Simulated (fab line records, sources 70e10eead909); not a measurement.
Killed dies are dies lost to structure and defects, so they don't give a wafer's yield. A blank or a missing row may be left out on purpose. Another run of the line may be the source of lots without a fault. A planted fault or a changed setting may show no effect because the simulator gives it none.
fab line records	flow nandHarc
record lots=24	wafers=72	lastDay=24
route steps=1159 shown P_GATE@175 P_CONTACT@236 P_M0@263
lots with no fault: from the same line, run without faults
startH: the number of hours between the record's first day and the start of the first shown wafer of the lot	waitH: hours from the lot's prior step to this one	" identical to the entry in the row above	L1.1+2: one row covering several wafers at once	- either no value or no given start	* or withheld: withheld	< > ~ a bound
route shown NAME@n: a module of which the file shows steps, and the number in the route of the first	usual: mean and standard deviation over wafers with no fault	same: alike in all rows	chamber/n: place in a boat	sites: the reading at each site	_std_site: standard deviation across them	_edge_site: outer sites' mean less inner sites'	radiusMm: for every site, how far away it sits from the centre of the wafer	mask NAME#n: copy n	behind: tool/chamber where the wafer was last shaped	hold: cause of the lot's hold/its duration in hours/its outcome	device: the n, p or np transistor that did not switch	end of line: the route-end tests of the same wafers	a step with no rows: only its recipe	killed: dies that structure and defects cost at the first sort, which is not the same as the wafer's yield	map: per-die view of a wafer (x killed, . not killed, _ where there is no die)
set.NAME: the setting as run; set.NAME@STEP: as run at that earlier step	model.NAME: the simulator's own value behind a step, which no gauge read
a sample of lots followed through the steps of the route, with each step as a table and each wafer as a row
services: the hour from which a tool's chamber was out of use, counted from the record's first day as startH (under 0 if before that day), plus the number of hours and why
## steps
# step NHARC_P_GATE_STRIP_75
# recipe powerW=1500	tempC=250	chemistry=O2
# usual drypumpMotorCurrentA=5.55/0.13	heaterPowerW=309/26	rfReflPowerW=30/7.1
lot.wafer	tool	chamber	startH	waitH	drypumpMotorCurrentA	heaterPowerW	rfHoursCounterH	rfReflPowerW
L075.1	plasmaAsher-02	1	102.52	0.2	5.44	312	27	38
L075.3	"	0	"	"	5.46	283	-	22
L075.4	"	1	"	"	5.44	317	-	39
L074.2	plasmaAsher-02	0	105.07	0.2	5.52	270	30	22
L074.1	"	1	"	"	5.46	318	30	41
L074.3	"	1	"	"	5.45	307	-	40
L077.2	plasmaAsher-01	0	115.58	0.3	5.57	367	3	26
L077.5	"	0	"	"	5.58	357	-	26
L077.6	"	1	"	"	5.85	322	-	31
L076.3	plasmaAsher-02	1	115.96	0.1	5.45	315	-	40
L076.5	"	0	"	"	5.50	274	-	24
L076.6	"	1	"	"	5.45	318	-	41
L078.1	plasmaAsher-02	1	126.28	0.2	5.46	319	38	41
L078.4	"	1	"	"	5.47	316	-	39
L078.5	"	1	"	"	5.45	314	-	40
L079.2	plasmaAsher-02	0	127.88	0.2	5.52	279	39	23
L079.4	"	1	"	"	5.45	317	-	42
L079.3	"	0	"	"	5.55	283	-	24
L080.2	plasmaAsher-02	0	143.67	0.2	5.54	276	43	22
L080.3	"	0	"	"	5.59	277	-	23
L080.4	"	1	"	"	5.44	331	-	39
L081.2	plasmaAsher-01	1	145.32	0.3	5.84	319	11	31
L081.1	"	0	"	"	5.60	356	11	24
L081.4	"	1	"	"	5.85	316	-	31
L082.2	plasmaAsher-01	1	151.69	0.2	5.83	325	14	30
L082.4	"	1	"	"	5.85	323	-	31
L082.3	"	0	"	"	5.57	357	-	25
L083.2	plasmaAsher-02	1	158.35	0.2	5.43	309	48	40
L083.1	"	0	"	"	5.53	288	48	23
L083.4	"	0	"	"	5.51	281	-	24
L084.2	plasmaAsher-01	1	163.80	0.2	5.84	320	18	30
L084.4	"	1	"	"	5.85	314	-	31
L084.5	"	1	"	"	5.84	323	-	31
L086.4	plasmaAsher-02	1	179.08	0.2	5.44	317	-	40
L086.3	"	0	"	"	5.45	275	-	24
L086.6	"	0	"	"	5.50	279	-	22
L085.1	plasmaAsher-02	0	179.94	0.2	5.52	277	54	23
L085.3	"	1	"	"	5.44	316	-	42
L085.6	"	1	"	"	5.45	320	-	38
L088.2	plasmaAsher-01	0	180.13	0.2	5.58	355	24	25
L088.4	"	0	"	"	5.56	363	-	25
L088.5	"	1	"	"	5.87	319	-	31
L087.2	plasmaAsher-01	1	185.80	0.2	5.86	321	28	30
L087.1	"	0	"	"	5.60	362	28	26
L087.4	"	1	"	"	5.85	321	-	30
L089.2	plasmaAsher-02	0	192.78	0.2	5.54	284	0	24
L089.3	"	1	"	"	5.42	307	-	38
L089.4	"	0	"	"	5.47	287	-	23
L090.3	plasmaAsher-02	1	193.31	0.2	5.45	315	-	36
L090.5	"	1	"	"	5.45	312	-	35
L090.6	"	0	"	"	5.53	285	-	23
L092.2	plasmaAsher-02	1	206.24	0.2	5.44	317	7	39
L092.1	"	0	"	"	5.57	283	7	23
L092.6	"	0	"	"	5.55	280	-	23
L091.4	plasmaAsher-02	0	206.63	0.2	5.50	277	-	25
L091.3	"	1	"	"	5.44	306	-	40
L091.5	"	1	"	"	5.45	311	-	40
L093.4	plasmaAsher-02	0	211.10	0.2	5.44	282	-	24
L093.3	"	1	"	"	5.44	308	-	38
L093.5	"	1	"	"	5.44	308	-	40
L094.3	plasmaAsher-02	0	221.66	0.2	5.48	275	-	24
L094.4	"	1	"	"	5.44	304	-	40
L094.6	"	0	"	"	5.50	283	-	23
L095.1	plasmaAsher-02	0	226.51	0.2	5.54	283	14	23
L095.4	"	1	"	"	5.45	315	-	39
L095.6	"	0	"	"	5.51	284	-	23
L097.1	plasmaAsher-02	0	234.65	0.3	5.55	278	16	24
L097.4	"	0	"	"	5.52	284	-	23
L097.3	"	1	"	"	5.45	309	-	39
L096.1	plasmaAsher-01	0	234.89	0.2	5.58	363	43	26
L096.3	"	1	"	"	5.86	316	-	31
L096.4	"	0	"	"	5.57	360	-	26
# step NHARC_P_CONTACT_ETCH_35
# recipe targetDepthA=390	overEtchFrac=0.3	timeS=65	ionEnergyEv=80	cf4FlowSccm=150	arFlowSccm=0	rfW=300	biasW=100	chemistry=CF4
# usual drypumpMotorCurrentA=5.5/0.42	oesProductAu=0.999/0.0069	rfVppV=151.2/1.1	showerheadPlenumPTorr=1.77/0.06	throttleValvePct=13.285/0.0086
lot.wafer	tool	chamber	startH	waitH	drypumpMotorCurrentA	oesProductAu	rfHoursCounterH	rfVppV	showerheadPlenumPTorr	throttleValvePct
L075.3	rieDiel-04	2	111.30	0.1	6.1	1.000	18	151.5	1.83	13.281
L075.4	"	3	"	"	6.0	1.004	16	149.3	1.65	13.282
L075.1	"	1	"	"	5.0	0.995	18	151.5	1.79	13.292
L074.3	rieDiel-13	1	112.90	0.1	5.8	0.997	1	151.7	1.80	13.276
L074.2	"	3	"	"	6.0	1.010	1	151.7	1.81	13.276
L074.1	"	0	"	"	5.4	0.997	1	152.2	1.81	13.278
L077.2	rieDiel-09	1	123.45	0.1	4.9	1.001	13	151.8	1.76	13.297
L077.6	"	1	"	"	4.9	1.000	-	151.4	1.77	13.286
L077.5	"	2	"	"	4.9	0.995	-	150.8	1.77	13.291
L076.3	rieDiel-04	1	123.75	0.1	5.0	0.994	0	151.7	1.79	13.284
L076.5	"	1	"	"	5.0	0.984	-	151.6	1.79	13.281
L076.6	"	2	"	"	6.0	0.988	-	152.3	1.83	13.284
L078.1	rieDiel-04	3	133.87	0.1	6.0	1.008	1	150.4	1.65	13.292
L078.4	"	2	"	"	6.0	1.002	-	152.0	1.83	13.281
L078.5	"	3	"	"	5.9	1.002	-	149.3	1.65	13.282
L079.3	rieDiel-04	3	135.81	0.1	6.0	1.011	1	149.8	1.65	13.285
L079.2	"	1	"	"	5.0	0.990	1	152.7	1.79	13.284
L079.4	"	2	"	"	6.0	0.995	-	152.4	1.83	13.282
L080.4	rieDiel-04	1	151.84	0.1	5.0	1.001	3	152.5	1.79	13.277
L080.3	"	2	"	"	6.0	0.993	3	151.8	1.83	13.287
L080.2	"	3	"	"	6.0	1.008	3	149.5	1.65	13.294
L081.2	rieDiel-04	2	152.97	0.1	6.0	1.001	4	153.3	1.83	13.274
L081.1	"	3	"	"	5.9	1.012	3	148.2	1.65	13.288
L081.4	"	0	"	"	5.4	1.003	2	151.8	1.78	13.262
L082.3	rieDiel-04	1	159.65	0.1	5.0	0.990	4	152.3	1.79	13.289
L082.4	"	2	"	"	6.0	0.999	4	152.0	1.83	13.275
L082.2	"	3	"	"	6.0	1.011	4	151.3	1.65	13.297
L083.4	rieDiel-13	2	165.90	0.1	5.3	0.991	6	150.5	1.69	13.278
L083.1	"	0	"	"	5.5	0.998	5	152.4	1.81	13.289
L083.2	"	1	"	"	5.8	0.994	6	151.6	1.80	13.277
L084.4	rieDiel-13	1	174.35	0.1	5.8	0.990	7	150.5	1.80	13.286
L084.2	"	3	"	"	6.0	0.996	5	151.6	1.81	13.296
L084.5	"	1	"	"	5.8	0.991	-	150.0	1.80	13.287
L086.3	rieDiel-04	2	186.88	0.1	6.0	1.002	8	152.6	1.83	13.279
L086.4	"	0	"	"	5.3	0.997	6	151.5	1.77	13.298
L086.6	"	1	"	"	5.0	0.998	-	152.1	1.79	13.294
L085.1	rieDiel-13	2	187.82	0.1	5.3	1.002	8	149.6	1.69	13.291
L085.3	"	3	"	"	6.0	1.007	6	151.8	1.81	13.276
L085.6	"	0	"	"	5.5	1.004	-	153.3	1.81	13.284
L088.2	rieDiel-13	3	189.18	0.1	6.0	1.002	7	151.3	1.81	13.277
L088.4	"	0	"	"	5.5	0.989	8	151.4	1.81	13.309
L088.5	"	3	"	"	6.0	0.999	-	152.5	1.81	13.282
L087.4	rieDiel-13	1	193.31	0.1	5.8	0.994	9	150.8	1.80	13.277
L087.2	"	2	"	"	5.3	0.994	9	149.2	1.69	13.276
L087.1	"	0	"	"	5.5	0.988	8	151.2	1.81	13.295
L089.3	rieDiel-04	3	200.26	0.1	6.0	1.006	7	149.5	1.65	13.284
L089.4	"	1	"	"	5.0	0.995	9	152.9	1.79	13.291
L089.2	"	2	"	"	6.0	1.005	9	152.6	1.83	13.285
L090.3	rieDiel-04	3	201.73	0.1	6.0	1.014	7	150.1	1.65	13.281
L090.5	"	0	"	"	5.3	1.001	-	151.5	1.77	13.290
L090.6	"	1	"	"	5.0	0.991	-	151.7	1.79	13.275
L092.1	rieDiel-13	2	214.00	0.1	5.2	0.994	11	151.1	1.69	13.290
L092.2	"	3	"	"	6.0	1.003	9	152.2	1.81	13.297
L092.6	"	2	"	"	5.2	0.993	-	150.0	1.69	13.282
L091.4	rieDiel-04	1	214.53	0.1	5.0	0.993	10	150.8	1.79	13.287
L091.3	"	3	"	"	6.0	1.004	8	150.3	1.65	13.302
L091.5	"	2	"	"	6.0	0.994	-	153.6	1.83	13.280
L093.3	rieDiel-09	1	218.72	0.1	4.9	0.990	51	150.6	1.75	13.264
L093.4	"	2	"	"	4.9	0.993	47	151.3	1.76	13.306
L093.5	"	2	"	"	4.9	1.002	-	152.8	1.76	13.296
L094.3	rieDiel-13	3	229.29	0.1	6.0	0.999	10	152.0	1.81	13.297
L094.4	"	0	"	"	5.5	0.999	11	151.6	1.81	13.288
L094.6	"	2	"	"	5.3	0.998	-	151.3	1.69	13.292
L095.1	rieDiel-04	1	234.04	0.1	5.0	0.995	12	149.9	1.79	13.284
L095.4	"	2	"	"	6.0	0.997	11	150.6	1.83	13.293
L095.6	"	0	"	"	5.3	0.996	-	149.9	1.77	13.270
L097.3	rieDiel-04	1	242.19	0.1	5.0	1.003	13	151.9	1.79	13.280
L097.4	"	2	"	"	6.0	1.001	12	151.5	1.83	13.294
L097.1	"	3	"	"	6.0	1.024	10	150.2	1.65	13.285
L096.3	rieDiel-13	2	242.54	0.1	5.3	1.009	13	150.1	1.69	13.282
L096.4	"	3	"	"	6.0	1.012	12	151.9	1.81	13.290
L096.1	"	0	"	"	5.5	0.999	13	151.2	1.81	13.284
# step NHARC_P_M0_CD_MEAS_09
# recipe targetCdNm=90	landingEnergyEv=500
# usual cdNm=90.1/0.5
lot.wafer	tool	chamber	startH	waitH	cdNm
L075.1	cdSem-03	0	115.73	-	90.5
L075.3	"	0	"	"	90.9
L075.4	"	0	"	"	91.1
L074.1	cdSem-03	0	121.52	-	90.3
L074.2	"	0	"	"	90.1
L074.3	"	0	"	"	89.8
L077.2	cdSem-03	0	132.70	-	89.4
L077.5	"	0	"	"	90.1
L077.6	"	0	"	"	90.1
L076.3	cdSem-02	0	133.23	-	90.2
L076.5	"	0	"	"	90.4
L076.6	"	0	"	"	90.8
L078.1	cdSem-02	0	137.96	-	89.9
L078.4	"	0	"	"	89.9
L078.5	"	0	"	"	89.4
L079.2	cdSem-03	0	139.89	-	89.8
L079.3	"	0	"	"	91.1
L079.4	"	0	"	"	90.5
L080.2	cdSem-02	0	159.04	-	89.5
L080.3	"	0	"	"	89.0
L080.4	"	0	"	"	89.7
L081.1	cdSem-02	0	159.57	-	89.8
L081.2	"	0	"	"	90.8
L081.4	"	0	"	"	90.7
L082.2	cdSem-03	0	163.81	-	90.1
L082.3	"	0	"	"	90.4
L082.4	"	0	"	"	90.4
L083.1	cdSem-01	0	172.81	-	90.3
L083.2	"	0	"	"	90.8
L083.4	"	0	"	"	89.6
L084.2	cdSem-01	0	178.29	-	89.7
L084.4	"	0	"	"	91.0
L084.5	"	0	"	"	89.9
L086.3	cdSem-01	0	195.18	-	90.2
L086.4	"	0	"	"	90.0
L086.6	"	0	"	"	90.0
L085.1	cdSem-03	0	195.58	-	90.5
L085.3	"	0	"	"	89.4
L085.6	"	0	"	"	89.7
L088.2	cdSem-03	0	196.24	-	90.2
L088.4	"	0	"	"	90.3
L088.5	"	0	"	"	90.5
L087.1	cdSem-02	0	197.35	-	89.5
L087.2	"	0	"	"	90.1
L087.4	"	0	"	"	89.5
L089.2	cdSem-01	0	204.24	-	90.4
L089.3	"	0	"	"	90.4
L089.4	"	0	"	"	90.1
L090.3	cdSem-02	0	205.65	-	89.5
L090.5	"	0	"	"	89.7
L090.6	"	0	"	"	90.0
L092.1	cdSem-02	0	225.58	-	90.8
L092.2	"	0	"	"	90.1
L092.6	"	0	"	"	90.4
L091.3	cdSem-01	0	226.01	-	90.3
L091.4	"	0	"	"	90.8
L091.5	"	0	"	"	90.5
L093.3	cdSem-03	0	227.70	-	90.4
L093.4	"	0	"	"	90.0
L093.5	"	0	"	"	88.9
L094.3	cdSem-03	0	235.60	-	90.7
L094.4	"	0	"	"	90.6
L094.6	"	0	"	"	90.4
L095.1	cdSem-03	0	242.53	-	89.9
L095.4	"	0	"	"	89.9
L095.6	"	0	"	"	89.9
L097.1	cdSem-02	0	246.11	-	89.2
L097.3	"	0	"	"	89.6
L097.4	"	0	"	"	89.9
L096.1	cdSem-02	0	246.44	-	90.0
L096.3	"	0	"	"	90.1
L096.4	"	0	"	"	89.5
# step NHARC_P_M0_INSPECT_11
# usual rawDefectCount=4.0/2.3
lot.wafer	tool	chamber	startH	waitH	rawDefectCount
L075.1	defectInspect-02	-	115.85	0.0	3
L075.3	"	-	"	"	2
L075.4	"	-	"	"	3
L074.1	defectInspect-01	-	121.64	0.0	5
L074.2	"	-	"	"	4
L074.3	"	-	"	"	6
L077.2	defectInspect-02	-	132.82	0.0	2
L077.5	"	-	"	"	4
L077.6	"	-	"	"	8
L076.3	defectInspect-02	-	133.36	0.0	7
L076.5	"	-	"	"	5
L076.6	"	-	"	"	4
L078.1	defectInspect-02	-	138.09	0.0	5
L078.4	"	-	"	"	7
L078.5	"	-	"	"	1
L079.2	defectInspect-01	-	140.01	0.0	9
L079.3	"	-	"	"	11
L079.4	"	-	"	"	6
L080.2	defectInspect-01	-	159.17	0.0	1
L080.3	"	-	"	"	3
L080.4	"	-	"	"	4
L081.1	defectInspect-01	-	159.69	0.0	3
L081.2	"	-	"	"	2
L081.4	"	-	"	"	4
L082.2	defectInspect-02	-	163.93	0.0	5
L082.3	"	-	"	"	3
L082.4	"	-	"	"	4
L083.1	defectInspect-01	-	172.94	0.0	1
L083.2	"	-	"	"	4
L083.4	"	-	"	"	3
L084.2	defectInspect-01	-	178.41	0.0	5
L084.4	"	-	"	"	7
L084.5	"	-	"	"	2
L086.3	defectInspect-01	-	195.30	0.0	3
L086.4	"	-	"	"	4
L086.6	"	-	"	"	5
L085.1	defectInspect-01	-	195.71	0.0	2
L085.3	"	-	"	"	2
L085.6	"	-	"	"	0
L088.2	defectInspect-01	-	196.37	0.0	4
L088.4	"	-	"	"	6
L088.5	"	-	"	"	2
L087.1	defectInspect-02	-	197.47	0.0	2
L087.2	"	-	"	"	3
L087.4	"	-	"	"	4
L089.2	defectInspect-02	-	204.36	0.0	5
L089.3	"	-	"	"	6
L089.4	"	-	"	"	2
L090.3	defectInspect-01	-	205.77	0.0	3
L090.5	"	-	"	"	1
L090.6	"	-	"	"	2
L092.1	defectInspect-02	-	225.70	0.0	2
L092.2	"	-	"	"	3
L092.6	"	-	"	"	3
L091.3	defectInspect-01	-	226.13	0.0	2
L091.4	"	-	"	"	3
L091.5	"	-	"	"	4
L093.3	defectInspect-02	-	227.82	0.0	9
L093.4	"	-	"	"	6
L093.5	"	-	"	"	7
L094.3	defectInspect-02	-	235.72	0.0	0
L094.4	"	-	"	"	3
L094.6	"	-	"	"	2
L095.1	defectInspect-02	-	242.65	0.0	5
L095.4	"	-	"	"	8
L095.6	"	-	"	"	4
L097.1	defectInspect-01	-	246.24	0.0	7
L097.3	"	-	"	"	7
L097.4	"	-	"	"	5
L096.1	defectInspect-02	-	246.58	0.0	5
L096.3	"	-	"	"	1
L096.4	"	-	"	"	3
# step NHARC_P_M0_CD_MEAS_16
# usual cdNm=89.9/0.59
lot.wafer	tool	chamber	startH	waitH	cdNm
L075.1	cdSem-02	-	116.21	-	89.7
L075.3	"	-	"	"	90.6
L075.4	"	-	"	"	90.8
L074.1	cdSem-01	-	122.00	-	88.9
L074.2	"	-	"	"	89.6
L074.3	"	-	"	"	89.0
L077.2	cdSem-03	-	133.18	-	89.5
L077.5	"	-	"	"	90.5
L077.6	"	-	"	"	90.0
L076.3	cdSem-01	-	133.72	-	90.3
L076.5	"	-	"	"	90.3
L076.6	"	-	"	"	90.2
L078.1	cdSem-01	-	138.45	-	89.7
L078.4	"	-	"	"	89.8
L078.5	"	-	"	"	89.4
L079.2	cdSem-03	-	140.37	-	89.8
L079.3	"	-	"	"	91.0
L079.4	"	-	"	"	90.6
L080.2	cdSem-03	-	159.53	-	89.2
L080.3	"	-	"	"	88.8
L080.4	"	-	"	"	88.8
L081.1	cdSem-01	-	160.05	-	90.2
L081.2	"	-	"	"	90.7
L081.4	"	-	"	"	91.1
L082.2	cdSem-02	-	164.30	-	90.1
L082.3	"	-	"	"	90.1
L082.4	"	-	"	"	89.8
L083.1	cdSem-03	-	173.30	-	90.4
L083.2	"	-	"	"	90.4
L083.4	"	-	"	"	89.7
L084.2	cdSem-02	-	178.78	-	89.2
L084.4	"	-	"	"	90.5
L084.5	"	-	"	"	90.6
L086.3	cdSem-01	-	195.67	-	90.3
L086.4	"	-	"	"	89.9
L086.6	"	-	"	"	89.9
L085.1	cdSem-01	-	196.07	-	90.3
L085.3	"	-	"	"	89.2
L085.6	"	-	"	"	90.2
L088.2	cdSem-01	-	196.73	-	90.5
L088.4	"	-	"	"	89.5
L088.5	"	-	"	"	90.2
L087.1	cdSem-02	-	197.83	-	89.6
L087.2	"	-	"	"	89.4
L087.4	"	-	"	"	89.4
L089.2	cdSem-03	-	204.72	-	89.6
L089.3	"	-	"	"	90.4
L089.4	"	-	"	"	90.2
L090.3	cdSem-02	-	206.13	-	89.1
L090.5	"	-	"	"	88.8
L090.6	"	-	"	"	89.7
L092.1	cdSem-03	-	226.06	-	90.5
L092.2	"	-	"	"	90.4
L092.6	"	-	"	"	90.5
L091.3	cdSem-02	-	226.50	-	89.9
L091.4	"	-	"	"	90.7
L091.5	"	-	"	"	90.7
L093.3	cdSem-03	-	228.18	-	89.8
L093.4	"	-	"	"	89.9
L093.5	"	-	"	"	89.6
L094.3	cdSem-01	-	236.13	-	90.7
L094.4	"	-	"	"	90.4
L094.6	"	-	"	"	89.9
L095.1	cdSem-02	-	243.01	-	90.2
L095.4	"	-	"	"	90.0
L095.6	"	-	"	"	90.3
L097.1	cdSem-01	-	246.60	-	88.9
L097.3	"	-	"	"	90.4
L097.4	"	-	"	"	89.7
L096.1	cdSem-01	-	246.99	-	89.5
L096.3	"	-	"	"	90.1
L096.4	"	-	"	"	89.0
# step NHARC_P_M0_INSPECT_27
# usual rawDefectCount=286/92
lot.wafer	tool	chamber	startH	waitH	rawDefectCount
L075.1	defectInspect-02	-	118.94	0.0	228
L075.3	"	-	"	"	282
L075.4	"	-	"	"	555
L074.1	defectInspect-02	-	124.29	0.0	392
L074.2	"	-	"	"	252
L074.3	"	-	"	"	258
L077.2	defectInspect-01	-	135.35	0.0	217
L077.5	"	-	"	"	271
L077.6	"	-	"	"	303
L076.3	defectInspect-02	-	135.94	0.0	376
L076.5	"	-	"	"	213
L076.6	"	-	"	"	134
L078.1	defectInspect-01	-	140.63	0.0	491
L078.4	"	-	"	"	413
L078.5	"	-	"	"	379
L079.2	defectInspect-01	-	142.57	0.0	246
L079.3	"	-	"	"	228
L079.4	"	-	"	"	380
L080.2	defectInspect-01	-	161.70	0.0	190
L080.3	"	-	"	"	214
L080.4	"	-	"	"	257
L081.1	defectInspect-02	-	162.22	0.0	188
L081.2	"	-	"	"	201
L081.4	"	-	"	"	174
L082.2	defectInspect-02	-	166.78	0.0	281
L082.3	"	-	"	"	432
L082.4	"	-	"	"	232
L083.1	defectInspect-01	-	175.47	0.0	194
L083.2	"	-	"	"	132
L083.4	"	-	"	"	280
L084.2	defectInspect-01	-	180.98	0.0	372
L084.4	"	-	"	"	269
L084.5	"	-	"	"	177
L086.3	defectInspect-01	-	197.84	0.0	195
L086.4	"	-	"	"	201
L086.6	"	-	"	"	342
L085.1	defectInspect-02	-	198.24	0.0	170
L085.3	"	-	"	"	372
L085.6	"	-	"	"	224
L088.2	defectInspect-01	-	198.93	0.0	305
L088.4	"	-	"	"	181
L088.5	"	-	"	"	271
L087.1	defectInspect-02	-	200.14	0.0	329
L087.2	"	-	"	"	290
L087.4	"	-	"	"	288
L089.2	defectInspect-01	-	206.91	0.0	338
L089.3	"	-	"	"	357
L089.4	"	-	"	"	248
L090.3	defectInspect-01	-	208.31	0.0	295
L090.5	"	-	"	"	559
L090.6	"	-	"	"	411
L092.1	defectInspect-02	-	228.23	0.0	440
L092.2	"	-	"	"	243
L092.6	"	-	"	"	192
L091.3	defectInspect-02	-	228.68	0.0	280
L091.4	"	-	"	"	305
L091.5	"	-	"	"	467
L093.3	defectInspect-01	-	230.34	0.0	457
L093.4	"	-	"	"	310
L093.5	"	-	"	"	397
L094.3	defectInspect-02	-	238.29	0.0	241
L094.4	"	-	"	"	341
L094.6	"	-	"	"	229
L095.1	defectInspect-01	-	245.19	0.0	302
L095.4	"	-	"	"	165
L095.6	"	-	"	"	125
L097.1	defectInspect-02	-	248.76	0.0	224
L097.3	"	-	"	"	250
L097.4	"	-	"	"	282
L096.1	defectInspect-02	-	249.17	0.0	162
L096.3	"	-	"	"	301
L096.4	"	-	"	"	161
## services
tool	chamber	startH	hours	kind
rieDiel-09	2	83.30	13.9	repair
rieDiel-09	3	89.35	9.6	repair
rieDiel-04	0	90.95	-	clean
rieDiel-04	1	90.95	-	clean
rieDiel-04	2	90.95	-	clean
rieDiel-04	3	90.95	-	clean
plasmaAsher-01	-	99.00	9.0	pm
rieDiel-13	-	99.00	9.0	pm
rieDiel-04	-	111.90	9.0	pm
rieDiel-13	-	113.22	1.3	repair
rieDiel-13	3	120.60	16.8	repair
rieDiel-04	0	128.57	15.5	repair
rieDiel-09	3	131.37	4.8	repair
plasmaAsher-02	-	162.84	6.2	repair
rieDiel-04	3	167.13	13.6	repair
plasmaAsher-02	-	183.23	9.0	pm
plasmaAsher-02	0	183.23	9.0	ventCycle
plasmaAsher-02	1	183.23	9.0	ventCycle
plasmaAsher-02	0	192.23	-	clean
plasmaAsher-02	1	192.23	-	clean
plasmaAsher-01	-	192.66	8.7	repair
rieDiel-04	-	205.11	3.9	repair
rieDiel-04	2	214.75	5.5	repair
rieDiel-04	2	236.48	1.3	repair
## key
fault none
